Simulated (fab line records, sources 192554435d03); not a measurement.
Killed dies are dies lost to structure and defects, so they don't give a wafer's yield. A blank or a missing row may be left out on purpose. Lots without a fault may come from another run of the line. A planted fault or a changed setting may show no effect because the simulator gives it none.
Chamber matching | flow n5_finfet | N5_BEOL_M1_PECVD_72 on pecvd-02: 3 sister chambers
The step deposits SiO2 from TEOS/O2, target thk 16 nm, time 18 s. 6 wafers are shown with their chamber, then 8 later ones without.

WAFERS WITH THEIR CHAMBER
wafer  | chamber | throttle_valve_pct (%) | heater_power_w (W)
L081.1 | 0       | 22.4                   | 806
L081.6 | 0       | 22.3                   | 812
L082.4 | 2       | 21.3                   | 804
L085.4 | 1       | 22.1                   | 710
L085.5 | 2       | 21.4                   | 739
L090.4 | 1       | 21.9                   | 710

WAFERS WITHOUT THEIR CHAMBER
wafer  | throttle_valve_pct (%) | heater_power_w (W)
L090.5 | 21.7                   | 876
L090.6 | 22.5                   | 779
L091.1 | 22.1                   | 637
L091.2 | 21.6                   | 894
L091.4 | 21.5                   | 898
L096.1 | 21.9                   | 678
L096.5 | 21.6                   | 931
L096.6 | 21.8                   | 704

WHICH CHAMBER EACH WENT THROUGH
wafer  | from the rows above          | in truth
L090.5 | can't be placed: 2 or 1 or 0 | 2
L090.6 | 0                            | 0
L091.1 | 1                            | 1
L091.2 | 2                            | 2
L091.4 | 2                            | 2
L096.1 | 1                            | 1
L096.5 | 2                            | 2
L096.6 | 1                            | 1
Placed correctly: 7 of 8. Can't be placed from these rows: 1 (the true chamber is among the candidates in 1). Placed wrongly: 0.
How it was worked out, from the rows above alone: a wafer's distance from a chamber is the root of the sum, over the readings, of the square of ((its reading less the chamber's mean) divided by the reading's scatter). The wafer belongs to the nearest chamber; if the next one is less than 2 further off, it can't be placed. A chamber's mean is the mean of its shown wafers. The scatter: the root of (the sum of the squares of (reading less its chamber's mean) over the shown wafers, divided by (wafers less chambers)).
